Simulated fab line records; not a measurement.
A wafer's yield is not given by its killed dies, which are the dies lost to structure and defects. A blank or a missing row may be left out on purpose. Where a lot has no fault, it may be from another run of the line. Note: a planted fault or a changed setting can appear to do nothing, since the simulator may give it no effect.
Matching of chambers || flow nand_harc || NHARC_P_CONTACT_CMP_01 on cmp-03: 4 sister chambers
The step polishes SiO2, target thk 200 nm. 18 wafers are shown with their chamber, then 9 later ones without.

WAFERS, EACH WITH ITS CHAMBER
{"wafer": "L074.2", "chamber": 1, "motor_current_A (A)": 11.5, "slurry_flow_ml_min": 150.6}
{"wafer": "L074.4", "chamber": 3, "motor_current_A (A)": 12.5, "slurry_flow_ml_min": 149.6}
{"wafer": "L074.6", "chamber": 2, "motor_current_A (A)": 13.6, "slurry_flow_ml_min": 149.2}
{"wafer": "L075.1", "chamber": 1, "motor_current_A (A)": 11.7, "slurry_flow_ml_min": 150.9}
{"wafer": "L075.3", "chamber": 3, "motor_current_A (A)": 13.1, "slurry_flow_ml_min": 150.3}
{"wafer": "L075.6", "chamber": 0, "motor_current_A (A)": 11.9, "slurry_flow_ml_min": 150.2}
{"wafer": "L076.1", "chamber": 1, "motor_current_A (A)": 11.5, "slurry_flow_ml_min": 150.9}
{"wafer": "L076.2", "chamber": 0, "motor_current_A (A)": 11.2, "slurry_flow_ml_min": 150.1}
{"wafer": "L076.6", "chamber": 2, "motor_current_A (A)": 12.7, "slurry_flow_ml_min": 150.2}
{"wafer": "L079.1", "chamber": 1, "motor_current_A (A)": 12.0, "slurry_flow_ml_min": 150.7}
{"wafer": "L079.4", "chamber": 3, "motor_current_A (A)": 11.8, "slurry_flow_ml_min": 149.6}
{"wafer": "L079.6", "chamber": 3, "motor_current_A (A)": 13.3, "slurry_flow_ml_min": 150.1}
{"wafer": "L078.1", "chamber": 2, "motor_current_A (A)": 13.2, "slurry_flow_ml_min": 149.6}
{"wafer": "L078.5", "chamber": 3, "motor_current_A (A)": 12.7, "slurry_flow_ml_min": 150.9}
{"wafer": "L078.6", "chamber": 2, "motor_current_A (A)": 12.4, "slurry_flow_ml_min": 150.1}
{"wafer": "L083.2", "chamber": 1, "motor_current_A (A)": 11.0, "slurry_flow_ml_min": 150.5}
{"wafer": "L083.5", "chamber": 0, "motor_current_A (A)": 12.2, "slurry_flow_ml_min": 149.9}
{"wafer": "L083.6", "chamber": 3, "motor_current_A (A)": 12.5, "slurry_flow_ml_min": 150.2}

SIGNATURES (averages over the wafers above)
{"reading": "motor_current_A", "chamber 0": 11.767, "chamber 1": 11.540, "chamber 2": 12.975, "chamber 3": 12.650, "scatter within a chamber": 0.486}
{"reading": "slurry_flow_ml_min", "chamber 0": 150.067, "chamber 1": 150.720, "chamber 2": 149.775, "chamber 3": 150.117, "scatter within a chamber": 0.379}
Rule: for a wafer and a chamber, the distance is found by dividing, reading by reading, the gap between the wafer's reading and the chamber's mean by the reading's scatter, squaring, summing and taking the root. If the next closest chamber is less than 2 further off than the closest, the wafer can't be placed; otherwise it belongs to the closest. The scatter is the square root of a quotient: the sum, over the shown wafers, of each reading's squared deviation from its chamber's mean, divided by wafers minus chambers.

WAFERS MISSING THEIR CHAMBER
{"wafer": "L085.2", "motor_current_A (A)": 11.4, "slurry_flow_ml_min": 150.1}
{"wafer": "L085.3", "motor_current_A (A)": 13.7, "slurry_flow_ml_min": 149.6}
{"wafer": "L085.5", "motor_current_A (A)": 12.0, "slurry_flow_ml_min": 150.2}
{"wafer": "L090.2", "motor_current_A (A)": 12.3, "slurry_flow_ml_min": 150.4}
{"wafer": "L090.4", "motor_current_A (A)": 12.4, "slurry_flow_ml_min": 149.6}
{"wafer": "L090.5", "motor_current_A (A)": 13.2, "slurry_flow_ml_min": 150.5}
{"wafer": "L095.1", "motor_current_A (A)": 12.7, "slurry_flow_ml_min": 149.5}
{"wafer": "L095.3", "motor_current_A (A)": 12.5, "slurry_flow_ml_min": 148.9}
{"wafer": "L095.6", "motor_current_A (A)": 12.8, "slurry_flow_ml_min": 150.5}

WHICH CHAMBER EACH WENT THROUGH
{"wafer": "L085.2", "from the rows above": "can't be placed: 0 or 1 or 3", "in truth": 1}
{"wafer": "L085.3", "from the rows above": "can't be placed: 2 or 3", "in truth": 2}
{"wafer": "L085.5", "from the rows above": "can't be placed: 0 or 3 or 1 or 2", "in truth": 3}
{"wafer": "L090.2", "from the rows above": "can't be placed: 3 or 0 or 1 or 2", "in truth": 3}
{"wafer": "L090.4", "from the rows above": "can't be placed: 2 or 3 or 0", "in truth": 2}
{"wafer": "L090.5", "from the rows above": "can't be placed: 3 or 2 or 0 or 1", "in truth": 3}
{"wafer": "L095.1", "from the rows above": "can't be placed: 2 or 3 or 0", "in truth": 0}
{"wafer": "L095.3", "from the rows above": "can't be placed: 2 or 3 or 0", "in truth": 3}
{"wafer": "L095.6", "from the rows above": "can't be placed: 3 or 2 or 0 or 1", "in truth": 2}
Placed correctly: 0 of 9. From these rows, 9 cannot be placed; in 9 the true chamber is one of the candidates. Placed wrongly: 0.
